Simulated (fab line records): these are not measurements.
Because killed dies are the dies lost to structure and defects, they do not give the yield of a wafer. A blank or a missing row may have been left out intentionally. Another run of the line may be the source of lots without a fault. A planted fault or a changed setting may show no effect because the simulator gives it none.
Matching of chambers	flow n5Finfet	N5_BEOL_M10_DESCUM_33 on rieDiel-04 has 4 sister chambers
The step chemistry O2, time 7.9 s. 8 wafers are shown with their chamber, then 9 later ones without.

## WAFERS WITH THEIR CHAMBER
wafer	chamber	drypumpMotorCurrentA (A)	showerheadPlenumPTorr (Torr)
L081.5	2	4.9	2.06
L079.4	3	6.5	2.16
L083.2	2	4.9	2.06
L083.3	3	6.6	2.16
L083.4	0	5.7	2.05
L089.2	1	6.4	2.09
L089.4	1	6.3	2.09
L089.6	0	5.8	2.04

## WAFERS WHOSE CHAMBER IS MISSING
wafer	drypumpMotorCurrentA (A)	showerheadPlenumPTorr (Torr)
L087.2	4.9	2.05
L087.3	6.6	2.15
L087.5	4.9	2.05
L097.1	6.4	2.08
L097.2	6.6	2.15
L097.4	5.7	2.04
L096.2	4.9	2.05
L096.3	6.4	2.08
L096.4	6.5	2.15

## WHICH CHAMBER EACH WENT THROUGH
wafer	from the rows above	in truth
L087.2	2	2
L087.3	3	3
L087.5	2	2
L097.1	1	1
L097.2	3	3
L097.4	0	0
L096.2	2	2
L096.3	1	1
L096.4	3	3
Correct placement for 9 of the 9. Not placeable from these rows: 0. Placed wrongly: 0.
How it was worked out, from the rows above alone: a wafer's distance from a chamber is the root of the sum, over the readings, of the square of ((its reading less the chamber's mean) divided by the reading's scatter). The wafer belongs to the nearest chamber; if the next one is less than 2 further off, it can't be placed. The mean given for a chamber averages the wafers shown for that chamber. The scatter: the root of (the sum of the squares of (reading less its chamber's mean) over the shown wafers, divided by (wafers less chambers)).
